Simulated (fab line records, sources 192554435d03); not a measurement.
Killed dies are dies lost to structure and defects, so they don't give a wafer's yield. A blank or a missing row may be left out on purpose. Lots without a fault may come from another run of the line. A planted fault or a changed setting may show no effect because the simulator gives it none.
Chamber matching | flow n5_finfet | N5_GATE_CUT_CMP_23 on cmp-01: 4 sister chambers
The step polishes, stops on SiO2, t overpolish 23.4 s, target thk 16 nm. 4 wafers are shown with their chamber, then 8 later ones without.

WAFERS WITH THEIR CHAMBER
wafer  | chamber | motor_current_A (A)
L080.6 | 2       | 8.3
L083.1 | 3       | 9.4
L083.5 | 0       | 7.7
L084.1 | 1       | 9.0

WAFERS WITHOUT THEIR CHAMBER
wafer  | motor_current_A (A)
L084.5 | 8.2
L084.6 | 7.7
L093.1 | 8.6
L093.2 | 8.6
L093.3 | 7.4
L094.4 | 8.0
L094.5 | 9.7
L094.6 | 8.5

WHICH CHAMBER EACH WENT THROUGH
wafer  | from the rows above     | in truth
L084.5 | can't be placed: 2 or 0 | 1
L084.6 | 0                       | 0
L093.1 | can't be placed: 2 or 1 | 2
L093.2 | can't be placed: 2 or 1 | 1
L093.3 | 0                       | 0
L094.4 | can't be placed: 0 or 2 | 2
L094.5 | can't be placed: 3 or 1 | 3
L094.6 | can't be placed: 2 or 1 | 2
Placed correctly: 2 of 8. Can't be placed from these rows: 6 (the true chamber is among the candidates in 5). Placed wrongly: 0.
How it was worked out, from the rows above alone: a wafer's distance from a chamber is the root of the sum, over the readings, of the square of ((its reading less the chamber's mean) divided by the reading's scatter). The wafer belongs to the nearest chamber; if the next one is less than 2 further off, it can't be placed. A chamber's mean is the mean of its shown wafers. The scatter: with one shown wafer a chamber, the root of the mean of the squares of how far each hidden wafer lies from its nearest shown one.
